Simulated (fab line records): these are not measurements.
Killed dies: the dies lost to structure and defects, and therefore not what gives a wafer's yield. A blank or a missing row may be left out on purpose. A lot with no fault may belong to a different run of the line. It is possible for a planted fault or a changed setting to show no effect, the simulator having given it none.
Chamber matching    flow nandHarc    pecvd-02 running NHARC_A_STAIRCASE_DEP_325: 3 sister chambers
The step deposits SiO2, target thk 3800 nm. 3 wafers are shown with their chamber, then 9 later ones without.

## WAFERS WITH THEIR CHAMBER
wafer   chamber  heaterPowerW (W)
L089.4  0        599
L085.1  2        883
L085.6  1        620

## WAFERS WITHOUT THEIR CHAMBER
wafer   heaterPowerW (W)
L090.1  636
L090.3  606
L090.6  620
L095.2  715
L095.5  600
L095.6  825
L095.1  946
L095.3  714
L095.4  590

## WHICH CHAMBER EACH WENT THROUGH
wafer   from the rows above           in truth
L090.1  can't be placed: 1 or 0       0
L090.3  can't be placed: 0 or 1       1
L090.6  can't be placed: 1 or 0       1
L095.2  can't be placed: 1 or 0 or 2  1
L095.5  can't be placed: 0 or 1       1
L095.6  2                             2
L095.1  2                             2
L095.3  can't be placed: 1 or 0 or 2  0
L095.4  can't be placed: 0 or 1       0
2 of 9 placed correctly. Unplaceable from these rows: 7, with the true chamber sitting among the candidates in 7. Placed wrongly: 0.
How it was worked out, from the rows above alone: a wafer's distance from a chamber is the root of the sum, over the readings, of the square of ((its reading less the chamber's mean) divided by the reading's scatter). The wafer belongs to the nearest chamber; if the next one is less than 2 further off, it can't be placed. For every chamber, the mean is computed from those of its wafers that are shown. The scatter (one wafer shown for each chamber): square how far every hidden wafer sits from the nearest shown wafer, average those squares and take the square root.
